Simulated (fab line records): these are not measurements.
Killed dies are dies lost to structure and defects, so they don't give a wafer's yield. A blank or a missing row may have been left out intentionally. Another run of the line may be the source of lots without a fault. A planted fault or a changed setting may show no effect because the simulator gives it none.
Split-lot trial + flow n5Finfet + 39 wafers read from 7 lots, route of 1938 steps

== ABOUT THE SPLIT ==
At N5_BEOL_M3_ETCH_41 (etches SiCN in CH3F/O2, target depth 29.9 nm, time 52.5 s), the setting targetDepthA was moved away from the recipe's 299 angstrom on 18 of the 39 wafers read, by -58.2% to +40.7%. This setting was run at the recipe's value on the other wafers.

The reading is taken at the split's own step.

== THE READING ==
etch.depthNm (the simulator's own value, which no gauge read), in nm, at N5_BEOL_M3_ETCH_41 (etches SiCN in CH3F/O2, target depth 29.9 nm, time 52.5 s). No usual value for it is given in the file. Here, 21 wafers ran the recipe; their average is 19.730 nm with a standard deviation of 0.62 nm.

| wafer  | tool, chamber at the split | targetDepthA as run, angstrom | against the recipe | etch.depthNm, nm | against lot-mates on the recipe |
|--------|----------------------------|-------------------------------|--------------------|------------------|---------------------------------|
| L078.1 | rieDiel-01, 0              | 214.9                         | -28.1%             | 14.74            | -5.053                          |
| L078.2 | rieDiel-01, 2              | 299                           | recipe             | 20.18            | -                               |
| L078.3 | rieDiel-01, 3              | 214.9                         | -28.1%             | 13.68            | -6.113                          |
| L078.4 | rieDiel-01, 1              | 214.9                         | -28.1%             | 13.75            | -6.043                          |
| L078.5 | rieDiel-01, 3              | 299                           | recipe             | 18.97            | -                               |
| L078.6 | rieDiel-01, 2              | 299                           | recipe             | 20.23            | -                               |
| L084.1 | rieDiel-02, 1              | 299                           | recipe             | 19.23            | -                               |
| L084.2 | rieDiel-02, 2              | 125                           | -58.2%             | 8.468            | -11.079                         |
| L084.3 | rieDiel-02, 3              | 125                           | -58.2%             | 8.498            | -11.049                         |
| L084.4 | rieDiel-02, 3              | 125                           | -58.2%             | 8.506            | -11.041                         |
| L084.5 | rieDiel-02, 2              | 299                           | recipe             | 20.35            | -                               |
| L084.6 | rieDiel-02, 1              | 299                           | recipe             | 19.06            | -                               |
| L083.1 | rieDiel-03, 2              | 198.3                         | -33.7%             | 13.23            | -6.207                          |
| L083.2 | rieDiel-03, 1              | 299                           | recipe             | 19.32            | -                               |
| L083.3 | rieDiel-03, 3              | 198.3                         | -33.7%             | 12.8             | -6.637                          |
| L083.4 | rieDiel-03, 3              | 299                           | recipe             | 19.13            | -                               |
| L083.5 | rieDiel-03, 2              | 299                           | recipe             | 19.86            | -                               |
| L083.6 | rieDiel-03, 1              | 198.3                         | -33.7%             | 12.93            | -6.507                          |
| L090.1 | rieDiel-02, 2              | 299                           | recipe             | 19.99            | -                               |
| L090.3 | rieDiel-02, 1              | 299                           | recipe             | 18.79            | -                               |
| L090.5 | rieDiel-02, 2              | 299                           | recipe             | 19.87            | -                               |
| L095.1 | rieDiel-02, 2              | 393.2                         | +31.5%             | 26.26            | +6.487                          |
| L095.2 | rieDiel-02, 3              | 393.2                         | +31.5%             | 26.72            | +6.947                          |
| L095.3 | rieDiel-02, 1              | 299                           | recipe             | 19.2             | -                               |
| L095.4 | rieDiel-02, 0              | 393.2                         | +31.5%             | 27.86            | +8.087                          |
| L095.5 | rieDiel-02, 2              | 299                           | recipe             | 19.89            | -                               |
| L095.6 | rieDiel-02, 3              | 299                           | recipe             | 20.23            | -                               |
| L096.1 | rieDiel-02, 2              | 299                           | recipe             | 20.33            | -                               |
| L096.2 | rieDiel-02, 1              | 158                           | -47.2%             | 10.25            | -10.363                         |
| L096.3 | rieDiel-02, 0              | 299                           | recipe             | 21.41            | -                               |
| L096.4 | rieDiel-02, 3              | 158                           | -47.2%             | 10.83            | -9.783                          |
| L096.5 | rieDiel-02, 2              | 299                           | recipe             | 20.1             | -                               |
| L096.6 | rieDiel-02, 1              | 158                           | -47.2%             | 10.27            | -10.343                         |
| L097.1 | rieDiel-03, 1              | 420.7                         | +40.7%             | 27.44            | +8.040                          |
| L097.2 | rieDiel-03, 3              | 299                           | recipe             | 19.17            | -                               |
| L097.3 | rieDiel-03, 2              | 420.7                         | +40.7%             | 27.58            | +8.180                          |
| L097.4 | rieDiel-03, 0              | 299                           | recipe             | 19.27            | -                               |
| L097.5 | rieDiel-03, 3              | 420.7                         | +40.7%             | 27.03            | +7.630                          |
| L097.6 | rieDiel-03, 2              | 299                           | recipe             | 19.76            | -                               |

FIT RESULTS
A straight line over all 39 wafers: etch.depthNm changes by +0.198 nm for each +1% of targetDepthA; r = +0.99; the points scatter about the line by 0.62 nm.
The same after taking each lot's own level away (the mean of its wafers on the recipe; 39 wafers): +0.202 nm for each +1%; r = +0.99; scatter 0.58 nm.
On that fit, the largest move of targetDepthA shifts the reading by 12 nm.
The lots' own levels span 19.4000 to 20.6133 nm, that is 2.0 times the standard deviation above.
Hence the lot-to-lot level has little effect on the slope; both slopes agree.
Check: with one of the wafers moved furthest among these (-58.2%) left out of the fit, the line predicts -11.8 nm for it against its lot-mates. Against them it came out at -11.1 nm.

== FILE'S OWN FIT ==
etch.depthNm changes by +0.201 nm for each +1% of targetDepthA, r = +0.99.
